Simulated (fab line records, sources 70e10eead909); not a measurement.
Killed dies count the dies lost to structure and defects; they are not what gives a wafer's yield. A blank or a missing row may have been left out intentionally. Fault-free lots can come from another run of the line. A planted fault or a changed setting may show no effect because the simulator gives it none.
A struck lot beside a sound one || flow nandHarc || 24 out of 1302 route steps
Sound: the wafers L950.2, L950.3, L950.4. Wafers struck: L968.1, L968.3, L968.4. The cause comes at the end.
At each step with rows: each side's tool, then ch and its chambers, then its first start. Under that, the readings that differ: sound wafers || struck wafers || difference of the means || sigmas: that difference in standard deviations of wafers without a fault.
alike: readings with means less than 2 such deviations apart, plus words and numbers identical on both sides. not compared: withheld readings, readings lacking a value on some wafer, bounds such as >300 that could conceal the same value, and numbers that have no deviation in the record and whose values overlap.
The two part at a step that has a row with sigmas, a row that says differs or no value, or rows on one side only. Numbers that have no deviation but don't overlap get no sigmas and don't part them. Lack of a reading on every wafer of one side parts them only where that side has two or more wafers.

first, 1 step without rows for these wafers: NHARC_P_M0_SRD_25.
NHARC_P_M0_INSPECT_27:
  sound on defectInspect-02, day 6 15:50; struck on defectInspect-01, day 14 08:33
  alike: rawDefectCount
NHARC_P_M0_PRE_CLEAN_31: time 12 s.
  sound on pecvd-02 ch 0,1,2, day 6 15:54; struck on pecvd-02 ch 0,2, day 14 08:38
  alike: heaterPowerOuterW, heaterPowerW, susceptorTempC
NHARC_P_M0_DEP_32: deposits SiCN, target thk 30 nm.
  sound on pecvd-02 ch 0,1,2, day 6 15:59; struck on pecvd-02 ch 0,2, day 14 08:44
  alike: heaterPowerOuterW, heaterPowerW, showerheadVppV, susceptorTempC
then, 7 steps without rows for these wafers: NHARC_P_M1_DEP_00 (deposits SiOC, target thk 182.5 nm); NHARC_P_M1_DEHYDRATE_01 (time 120 s); NHARC_P_M1_HMDS_02 (time 30 s); NHARC_P_M1_COAT_34 (time 65 s); NHARC_P_M1_COAT_03 (resist thk 90 nm); NHARC_P_M1_SOFTBAKE_04 (time 55 s); NHARC_P_M1_EBR_05.
NHARC_P_M1_EXPOSE_06: exposes mask P M1, target cd 130 nm.
  sound on arfiScanner-01 ch 0, day 6 17:04; struck on arfiScanner-03 ch 0, day 14 09:49
  alike: mask, focusOffsetNm, reticleTempC
then, 2 steps without rows for these wafers: NHARC_P_M1_PEB_07 (peb time 65 s); NHARC_P_M1_DEVELOP_08 (develop time 35 s).
NHARC_P_M1_CD_MEAS_09: target cd 130 nm.
  sound on cdSem-02 ch 0, day 6 17:13; struck on cdSem-03 ch 0, day 14 09:57
{"reading": "cdNm (nm)", "sound": "129.8 129.2 129.5", "struck": "- - -", "difference": "no value on the struck wafers", "sigmas": ""}
NHARC_P_M1_OVL_MEAS_10: pitch 260 nm.
  sound on overlay-01, day 6 17:17; struck on overlay-01, day 14 10:02
  alike: overlayXNm, overlayYNm
NHARC_P_M1_INSPECT_11:
  sound on defectInspect-02, day 6 17:20; struck on defectInspect-01, day 14 10:05
  alike: rawDefectCount
NHARC_P_M1_DESCUM_14: chemistry O2, time 3 s.
  sound on rieDiel-09 ch 0,1,2, day 6 17:23; struck on rieDiel-13 ch 0,1, day 14 10:08
{"reading": "model.P_M1.cdNm (nm)", "sound": "129.7 128.9 129.2", "struck": "130.2 135.5 146.5", "difference": "+8.1", "sigmas": ""}
  alike: drypumpMotorCurrentA, mfcArSccm, oesProductAu, rfVppV, showerheadPlenumPTorr, throttleValvePct
  not compared: rfHoursCounterH
NHARC_P_M1_ETCH_35: etches the open film in N2/H2, target depth 40 nm, overetch 12 nm, time 43.94 s.
  sound on rieDiel-09 ch 0,1,2, day 6 17:29; struck on rieDiel-13 ch 1,3, day 14 10:14
  alike: drypumpMotorCurrentA, mfcArSccm, oesProductAu, rfVppV, showerheadPlenumPTorr, throttleValvePct
  not compared: rfHoursCounterH
NHARC_P_M1_ETCH_15: etches the open film in C4F8/Ar, target depth 182.5 nm, time 91.2 s.
  sound: rieDiel-09 ch 0,1,3; struck: rieDiel-13 ch 0,1,3
  alike: oesProductAu, rfVppV
  not compared: rfHoursCounterH
NHARC_P_M1_CD_MEAS_16:
  sound on cdSem-02, day 6 17:42; struck on cdSem-02, day 14 10:29
{"reading": "cdNm (nm)", "sound": "129.8 129.6 129.7", "struck": "- - -", "difference": "no value on the struck wafers", "sigmas": ""}
NHARC_P_M1_STRIP_18: strips in N2/H2.
  sound on rieDiel-13 ch 0,2,3, day 6 17:46; struck on rieDiel-13 ch 0,1, day 14 10:34
  alike: drypumpMotorCurrentA, mfcArSccm, oesProductAu, rfVppV, showerheadPlenumPTorr, throttleValvePct
  not compared: rfHoursCounterH
NHARC_P_M1_ETCH_28: etches the open film in CF4/N2, target depth 30 nm, time 72.99 s.
  sound: rieDiel-13 ch 0,2,3; struck: rieDiel-13 ch 0,1
{"reading": "model.P_M1.cdNm (nm)", "sound": "130.1 129.7 129.3", "struck": "130.8 135.5 147.2", "difference": "+8.1", "sigmas": ""}
  alike: drypumpMotorCurrentA, mfcArSccm, oesProductAu, rfVppV, showerheadPlenumPTorr, throttleValvePct
  not compared: rfHoursCounterH
then, 1 step without rows for these wafers: NHARC_P_M1_STRIP_19 (strips in post etch residue remover, time 600 s).

WHERE THEY PART
Last at NHARC_P_M1_CD_MEAS_16 as far as this record goes, first at NHARC_P_M1_CD_MEAS_09. Later steps at which nothing parts them and some readings are alike: NHARC_P_M1_STRIP_18, NHARC_P_M1_ETCH_28.

WHY: what the simulator had put in
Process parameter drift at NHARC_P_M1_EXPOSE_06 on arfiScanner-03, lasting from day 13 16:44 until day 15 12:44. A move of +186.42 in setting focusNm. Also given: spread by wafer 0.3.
